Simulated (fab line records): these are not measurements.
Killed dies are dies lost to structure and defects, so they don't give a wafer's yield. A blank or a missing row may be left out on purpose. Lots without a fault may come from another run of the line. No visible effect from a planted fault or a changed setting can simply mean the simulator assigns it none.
Matching of chambers -- flow nand_harc -- NHARC_A_STAIRCASE_TRIM_12 on rie_diel-09 has 4 sister chambers
The step chemistry O2, time 211.2 s. 16 wafers are shown with their chamber, then 8 later ones without.

== WAFERS, EACH WITH ITS CHAMBER ==
wafer,chamber,drypump_motor_current_A (A),showerhead_plenum_p_Torr (Torr),oes_product_au (a.u.)
L533.4,1,5.9,3.64,0.988
L533.5,2,6.2,3.59,1.024
L533.6,3,6.4,3.77,1.014
L534.1,1,5.9,3.64,0.994
L534.3,0,5.7,3.63,0.997
L534.5,3,6.4,3.77,1.005
L538.2,1,5.9,3.64,1.000
L538.3,3,6.4,3.76,1.013
L538.5,2,6.2,3.57,1.026
L537.2,3,6.4,3.76,1.001
L537.5,1,5.9,3.63,0.998
L537.6,0,5.8,3.63,0.993
L540.2,2,6.2,3.57,1.012
L540.3,0,5.7,3.62,0.982
L540.5,0,5.7,3.62,0.993
L548.1,3,6.4,3.74,1.005

SIGNATURES, as means of the wafers listed above
reading,chamber 0,chamber 1,chamber 2,chamber 3,scatter within a chamber
drypump_motor_current_A,5.725,5.900,6.200,6.400,0.025
showerhead_plenum_p_Torr,3.6250,3.6375,3.5767,3.7600,0.00932
oes_product_au,0.99125,0.99500,1.02067,1.00760,0.00613
Rule: for each reading, subtract the chamber's mean from the wafer's reading, divide by that reading's scatter and square the result; add these up over the readings and take the root, which gives the wafer's distance from the chamber. The wafer belongs to the nearest chamber; if the next one is less than 2 further off, it can't be placed. How the scatter is found: for the shown wafers, subtract from each reading the mean of its chamber, square and add these, divide the total by (wafers less chambers), then take the root.

== WAFERS WHOSE CHAMBER IS MISSING ==
wafer,drypump_motor_current_A (A),showerhead_plenum_p_Torr (Torr),oes_product_au (a.u.)
L548.3,5.7,3.61,1.024
L548.4,6.2,3.55,1.021
L550.3,5.8,3.61,1.013
L550.4,6.4,3.74,1.003
L550.5,6.2,3.55,1.006
L552.1,6.4,3.73,0.994
L552.2,6.2,3.55,1.004
L552.3,5.9,3.61,0.982

== CHAMBER TAKEN BY EACH ==
wafer,from the rows above,in truth
L548.3,0,0
L548.4,2,2
L550.3,can't be placed: 0 or 1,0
L550.4,3,3
L550.5,2,2
L552.1,3,3
L552.2,2,2
L552.3,1,1
Correctly placed: 7 of 8. Not placeable from these rows: 1 (in 1, the candidates include the true chamber). Number placed wrongly: 0.
